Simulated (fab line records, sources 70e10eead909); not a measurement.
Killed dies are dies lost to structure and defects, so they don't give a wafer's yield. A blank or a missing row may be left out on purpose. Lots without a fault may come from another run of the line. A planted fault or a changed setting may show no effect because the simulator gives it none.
fab line records | flow nand_harc
record lots=6 wafers=18 last_day=33
route steps=1302 shown A_CONTACT@1006
lots that met no fault: from a run of the same line without faults
start_h: hours from the record's first day to the start of the lot's first wafer shown | wait_h: hours since the lot's step before | " the same as in the row above | L1.1+2: a row that stands for several wafers | - no value, or no start given | * or withheld: withheld | < > ~ a bound
route shown NAME@n: a module of which the file shows steps, and the number in the route of the first | usual: mean/standard deviation of fault-free wafers | same: alike in all rows | chamber/n: place in a boat | sites: the reading at each site | _std_site: their standard deviation | _edge_site: outer sites' mean less inner sites' | radius_mm: how far each site lies from the wafer's centre | mask NAME#n: copy n | behind: the tool/chamber that last shaped the wafer | hold: why the lot was held/for how many hours/how that ended | device: the transistor (n, p or np) that didn't switch | end of line: the same wafers' tests at the end of the route | a step without rows: its recipe alone | killed: dies lost to structure and defects at the first sort, not the wafer's yield | map: a wafer's dies, x killed, . not, _ none there
set.NAME: the setting as run; set.NAME@STEP: as run at that earlier step | model.NAME: the simulator's own value behind a step, which no gauge read
lots at some steps of the route; a table a step, a row a wafer
services: from which hour (start_h, from the record's first day; less than 0 if before it) a tool's chamber was out of use, for how many hours, and why
## steps
# step NHARC_A_CONTACT_ETCH_112
# recipe source_w=withheld pressure_mtorr=20 bias_v=3000 time_s=190 target_depth_a=18500 ar_flow_sccm=withheld c4f8_flow_sccm=withheld o2_flow_sccm=withheld chemistry=C4F8/O2/Ar
# usual chamber_pressure_mTorr=20.000/0.018 run_length_s=190/0
# columns lot.wafer tool chamber start_h wait_h chamber_pressure_mTorr rf_hours_counter_h run_length_s
L111.2 har_cap_etch-02 1 536.51 0.2 19.970 96 190
L111.1 " 0 " " 19.983 96 190
L111.6 " 1 " " 20.000 - 190
L114.2 har_cap_etch-02 1 584.04 0.2 20.017 105 190
L114.4 " 0 " " 19.989 - 190
L114.3 " 1 " " 19.979 - 190
L116.2 har_cap_etch-01 0 604.96 0.2 19.985 14 190
L116.1 " 1 " " 19.981 14 190
L116.5 " 1 " " 19.988 - 190
L119.1 har_cap_etch-02 1 628.66 0.2 19.998 115 190
L119.3 " 0 " " 19.966 - 190
L119.6 " 0 " " 20.001 - 190
L123.3 har_cap_etch-03 0 684.18 0.2 20.006 - 190
L123.5 " 0 " " 19.982 - 190
L123.6 " 1 " " 20.031 - 190
L128.1 har_cap_etch-01 1 707.21 0.2 20.022 34 190
L128.6 " 1 " " 19.990 - 190
L128.5 " 0 " " 19.980 - 190
# step NHARC_A_CONTACT_ETCH_113
# recipe source_w=withheld pressure_mtorr=20 bias_v=3000 time_s=190 target_depth_a=18500 ar_flow_sccm=withheld c4f8_flow_sccm=withheld o2_flow_sccm=withheld chemistry=C4F8/O2/Ar
# usual chamber_pressure_mTorr=20.000/0.018 run_length_s=190/0
# columns lot.wafer tool chamber start_h wait_h chamber_pressure_mTorr rf_hours_counter_h run_length_s
L111.2 har_cap_etch-02 1 536.68 0.1 20.020 96 190
L111.1 " 0 " " 20.039 96 190
L111.6 " 1 " " 19.995 - 190
L114.2 har_cap_etch-02 1 584.21 0.1 20.012 105 190
L114.4 " 0 " " 19.979 - 190
L114.3 " 1 " " 19.984 - 190
L116.2 har_cap_etch-01 0 605.19 0.2 19.964 15 190
L116.1 " 1 " " 20.009 15 190
L116.5 " 1 " " 19.995 - 190
L119.1 har_cap_etch-02 1 628.83 0.1 19.992 115 190
L119.3 " 0 " " 19.973 - 190
L119.6 " 0 " " 20.018 - 190
L123.3 har_cap_etch-03 0 684.35 0.1 19.978 - 190
L123.5 " 0 " " 19.972 - 190
L123.6 " 1 " " 20.022 - 190
L128.1 har_cap_etch-01 1 707.38 0.1 19.967 34 190
L128.6 " 1 " " 20.012 - 190
L128.5 " 0 " " 20.018 - 190
# step NHARC_A_CONTACT_ETCH_114
# recipe source_w=withheld pressure_mtorr=20 bias_v=3000 time_s=190 target_depth_a=18500 ar_flow_sccm=withheld c4f8_flow_sccm=withheld o2_flow_sccm=withheld chemistry=C4F8/O2/Ar
# step NHARC_A_CONTACT_ETCH_115
# recipe source_w=withheld pressure_mtorr=20 bias_v=3000 time_s=190 target_depth_a=18500 ar_flow_sccm=withheld c4f8_flow_sccm=withheld o2_flow_sccm=withheld chemistry=C4F8/O2/Ar
# step NHARC_A_CONTACT_ETCH_116
# recipe source_w=withheld pressure_mtorr=20 bias_v=3000 time_s=190 target_depth_a=18500 ar_flow_sccm=withheld c4f8_flow_sccm=withheld o2_flow_sccm=withheld chemistry=C4F8/O2/Ar
# step NHARC_A_CONTACT_ETCH_117
# recipe source_w=withheld pressure_mtorr=20 bias_v=3000 time_s=190 target_depth_a=18500 ar_flow_sccm=withheld c4f8_flow_sccm=withheld o2_flow_sccm=withheld chemistry=C4F8/O2/Ar
# usual chamber_pressure_mTorr=19.999/0.019 run_length_s=190/0
# columns lot.wafer tool chamber start_h wait_h chamber_pressure_mTorr rf_hours_counter_h run_length_s
L111.2 har_cap_etch-02 1 537.36 0.1 20.022 97 190
L111.1 " 0 " " 20.002 97 190
L111.6 " 1 " " 20.009 - 190
L114.2 har_cap_etch-02 1 584.88 0.1 19.995 106 190
L114.4 " 0 " " 19.995 - 190
L114.3 " 1 " " 19.991 - 190
L116.2 har_cap_etch-01 0 606.09 0.2 19.964 15 190
L116.1 " 1 " " 19.972 15 190
L116.5 " 1 " " 20.013 - 190
L119.1 har_cap_etch-02 1 629.50 0.1 19.988 116 190
L119.3 " 0 " " 19.992 - 190
L119.6 " 0 " " 19.997 - 190
L123.3 har_cap_etch-03 0 685.03 0.1 20.004 - 190
L123.5 " 0 " " 19.969 - 190
L123.6 " 1 " " 19.979 - 190
L128.1 har_cap_etch-01 1 708.06 0.1 20.027 35 190
L128.6 " 1 " " 20.011 - 190
L128.5 " 0 " " 20.020 - 190
# step NHARC_A_CONTACT_ETCH_118
# recipe source_w=withheld pressure_mtorr=20 bias_v=3000 time_s=190 target_depth_a=18500 ar_flow_sccm=withheld c4f8_flow_sccm=withheld o2_flow_sccm=withheld chemistry=C4F8/O2/Ar
# usual chamber_pressure_mTorr=20.001/0.018 run_length_s=190/0
# columns lot.wafer tool chamber start_h wait_h chamber_pressure_mTorr rf_hours_counter_h run_length_s
L111.2 har_cap_etch-02 1 537.53 0.1 19.999 97 190
L111.1 " 0 " " 19.994 97 190
L111.6 " 1 " " 20.030 - 190
L114.2 har_cap_etch-02 1 585.05 0.1 19.989 106 190
L114.4 " 0 " " 20.030 - 190
L114.3 " 1 " " 19.993 - 190
L116.2 har_cap_etch-01 0 606.32 0.2 20.014 15 190
L116.1 " 1 " " 19.968 15 190
L116.5 " 1 " " 19.983 - 190
L119.1 har_cap_etch-02 1 629.67 0.1 20.006 116 190
L119.3 " 0 " " 19.995 - 190
L119.6 " 0 " " 20.005 - 190
L123.3 har_cap_etch-03 0 685.20 0.1 19.999 - 190
L123.5 " 0 " " 19.988 - 190
L123.6 " 1 " " 19.987 - 190
L128.1 har_cap_etch-01 1 708.23 0.1 20.030 35 190
L128.6 " 1 " " 19.987 - 190
L128.5 " 0 " " 19.996 - 190
# step NHARC_A_CONTACT_ETCH_119
# recipe source_w=withheld pressure_mtorr=20 bias_v=3000 time_s=190 target_depth_a=18500 ar_flow_sccm=withheld c4f8_flow_sccm=withheld o2_flow_sccm=withheld chemistry=C4F8/O2/Ar
# step NHARC_A_CONTACT_ETCH_120
# recipe source_w=withheld pressure_mtorr=20 bias_v=3000 time_s=190 target_depth_a=18500 ar_flow_sccm=withheld c4f8_flow_sccm=withheld o2_flow_sccm=withheld chemistry=C4F8/O2/Ar
# step NHARC_A_CONTACT_ETCH_121
# recipe source_w=withheld pressure_mtorr=20 bias_v=3000 time_s=190 target_depth_a=18500 ar_flow_sccm=withheld c4f8_flow_sccm=withheld o2_flow_sccm=withheld chemistry=C4F8/O2/Ar
# step NHARC_A_CONTACT_ETCH_122
# recipe source_w=withheld pressure_mtorr=20 bias_v=3000 time_s=190 target_depth_a=18500 ar_flow_sccm=withheld c4f8_flow_sccm=withheld o2_flow_sccm=withheld chemistry=C4F8/O2/Ar
# step NHARC_A_CONTACT_ETCH_123
# recipe source_w=withheld pressure_mtorr=20 bias_v=400 time_s=490 target_depth_a=21100 ar_flow_sccm=withheld c4f8_flow_sccm=11.5 o2_flow_sccm=7.2 chemistry=C4F8/O2/Ar
# step NHARC_A_CONTACT_ETCH_90
# recipe target_depth_a=400 over_etch_frac=0.5 time_s=85.7 ion_energy_ev=120 ch3f_flow_sccm=50 o2_flow_sccm=30 ar_flow_sccm=200 rf_w=500 bias_w=100 chemistry=CH3F/O2
# usual bias_w=100.00/0.26 chamber_pressure_mTorr=24.997/0.024 drypump_motor_current_A=5.7/0.52 oes_product_au=0.95/0.038 rf_vpp_V=245.4/1.6 run_length_s=106.9/0.37 showerhead_plenum_p_Torr=2.53/0.1 throttle_valve_pct=20.662/0.0089
# columns lot.wafer tool chamber start_h wait_h bias_w chamber_pressure_mTorr drypump_motor_current_A oes_product_au rf_hours_counter_h rf_vpp_V run_length_s showerhead_plenum_p_Torr throttle_valve_pct
L111.2 rie_diel-02 0 539.38 0.9 100.23 24.994 6.7 0.94 47 245.0 106.7 2.60 20.670
L111.1 " 1 " " 100.27 25.022 6.3 0.91 44 244.3 106.9 2.49 20.670
L111.6 " 1 " " 100.06 24.995 6.3 0.91 - 244.2 106.6 2.49 20.637
L114.2 rie_diel-11 2 586.87 0.8 100.08 24.995 5.7 0.94 25 246.3 107.1 2.53 20.650
L114.4 " 3 " " 99.89 24.984 5.8 0.94 26 246.3 106.4 2.65 20.671
L114.3 " 0 " " - 25.021 5.5 0.92 23 245.5 74.3 2.51 20.677
L116.2 rie_diel-11 0 608.60 1.0 - 24.983 5.5 0.92 27 242.7 74.0 2.51 20.660
L116.1 " 3 " " 99.75 24.963 5.8 0.94 29 246.6 106.1 2.65 20.670
L116.5 " 1 " " 100.04 24.994 5.8 0.92 - 245.1 106.9 2.65 20.674
L119.3 rie_diel-02 0 631.50 0.7 100.08 24.973 6.7 0.92 13 246.7 106.7 2.59 20.662
L119.1 " 1 " " 99.85 25.050 6.4 0.92 16 243.5 106.8 2.48 20.659
L119.6 " 2 " " 99.85 24.946 5.7 0.92 - 246.0 106.7 2.48 20.665
L123.3 rie_diel-11 1 686.99 0.7 99.83 25.027 5.8 0.92 12 248.6 107.0 2.64 20.658
L123.5 " 0 " " 99.86 25.005 5.5 0.94 - 245.7 106.9 2.51 20.677
L123.6 " 1 " " 100.11 24.976 5.8 0.93 - 247.5 106.9 2.64 20.665
L128.1 rie_diel-11 2 710.08 0.9 99.94 25.050 5.7 0.99 15 243.5 106.9 2.52 20.658
L128.6 " 0 " " 100.01 24.976 5.5 1.01 - 245.1 106.9 2.51 20.680
L128.5 " 1 " " 100.04 24.988 5.8 0.99 - 248.2 107.3 2.64 20.657
# step NHARC_A_CONTACT_ETCH_96
# recipe target_depth_a=200 over_etch_frac=0.5 time_s=10 ion_energy_ev=250 c4f6_flow_sccm=25 o2_flow_sccm=20 ar_flow_sccm=500 rf_w=600 bias_w=500 chemistry=C4F6/O2
# usual bias_w=500.2/1.5 c4f6_flow_sccm=25.00/0.079 chamber_pressure_mTorr=29.998/0.027 drypump_motor_current_A=5.8/0.52 oes_product_au=0.965/0.027 rf_vpp_V=549.1/2.9 run_length_s=31.0/0.31 showerhead_plenum_p_Torr=4.04/0.14 throttle_valve_pct=26.904/0.0095
# columns lot.wafer tool chamber start_h wait_h bias_w c4f6_flow_sccm chamber_pressure_mTorr drypump_motor_current_A oes_product_au rf_hours_counter_h rf_vpp_V run_length_s showerhead_plenum_p_Torr throttle_valve_pct
L111.2 rie_diel-02 1 - - 499.1 24.95 29.978 6.3 0.934 44 548.7 30.8 3.97 26.900
L111.1 " 2 " " 501.3 24.91 29.985 5.7 0.929 38 546.6 30.8 3.97 26.914
L111.6 " 1 " " 497.2 24.96 30.041 6.3 0.943 - 547.5 30.8 3.97 26.896
L114.3 rie_diel-11 1 587.01 0.1 498.1 25.01 30.042 5.8 0.952 24 554.0 31.1 4.21 26.907
L114.2 " 3 " " 501.3 24.99 30.029 5.7 0.966 26 554.6 30.6 4.21 26.887
L114.4 " 0 " " 502.8 24.92 29.990 5.5 0.936 23 548.1 31.5 4.01 26.904
L116.2 rie_diel-11 0 608.74 0.1 497.1 24.97 29.986 5.5 0.946 27 548.6 31.1 4.00 26.891
L116.1 " 2 " " 497.6 24.99 30.012 5.7 0.941 29 547.8 30.9 4.03 26.920
L116.5 " 3 " " 499.1 25.11 29.986 5.7 0.946 - 553.5 30.3 4.21 26.912
L119.3 rie_diel-02 0 - - 503.2 25.08 29.993 6.7 0.938 13 549.9 31.1 4.13 26.912
L119.1 " 2 " " 499.8 24.93 30.021 5.7 0.944 17 547.7 30.8 3.95 26.917
L119.6 " 1 " " 502.5 24.96 29.954 6.3 0.930 - 546.2 31.5 3.95 26.896
L123.3 rie_diel-11 0 - - 501.5 24.98 30.020 5.5 0.940 10 548.3 31.5 4.00 26.915
L123.6 " 1 " " 498.7 25.09 29.990 5.8 0.940 - 550.0 31.2 4.20 26.898
L123.5 " 2 " " 499.8 24.92 29.987 5.7 0.939 - 549.2 30.9 4.02 26.900
L128.1 rie_diel-11 3 - - 498.9 25.05 29.975 5.8 1.008 16 552.2 30.4 4.20 26.915
L128.6 " 0 " " 501.6 25.10 29.997 5.5 1.010 - 548.1 30.9 4.00 26.912
L128.5 " 1 " " 499.4 25.10 30.023 5.8 0.989 - 551.3 31.1 4.20 26.889
## services
# columns tool chamber start_h hours kind
har_cap_etch-01 0 514.00 - clean
har_cap_etch-01 0 514.00 - consumable_replace:focus_ring
har_cap_etch-01 1 514.00 - clean
rie_diel-11 0 515.03 - clean
rie_diel-11 1 515.03 - clean
rie_diel-11 2 515.03 - clean
rie_diel-11 3 515.03 - clean
rie_diel-11 0 539.53 - clean
rie_diel-11 1 539.53 - clean
rie_diel-11 2 539.53 - clean
rie_diel-11 3 539.53 - clean
har_cap_etch-01 - 558.80 24.6 repair
rie_diel-11 0 564.03 - clean
rie_diel-11 1 564.03 - clean
rie_diel-11 2 564.03 - clean
rie_diel-11 3 564.03 - clean
rie_diel-11 0 568.61 6.3 repair
rie_diel-02 - 570.88 9.0 pm
rie_diel-11 0 588.53 - clean
rie_diel-11 1 588.53 - clean
rie_diel-11 2 588.53 - clean
rie_diel-11 3 588.53 - clean
rie_diel-11 - 609.53 9.0 pm
rie_diel-11 0 659.83 12.7 repair
## key
first_sign step=NHARC_A_CONTACT_ETCH_90 reading=run_length_s direction=down sigmas=89 usual=* struck=*
effect none on later readings
met_at NHARC_A_CONTACT_ETCH_90
struck_wafers L114.3,L116.2
tester_left_out L114,L116
fault kind=process_parameter_drift tool=rie_diel-11 chamber=0 onset_h=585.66 steps=NHARC_A_CONTACT_ETCH_90 channel=time_s offset=* shape=step end_h=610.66 acts_in=* stated=*
# tester_left_out: of these lots the tester's yield and bins aren't shown, on N5 and GAA mostly nor the transistor test; their killed dies are dies lost to structure and defects alone, not to doping, threshold or leakage, so they don't give the yield
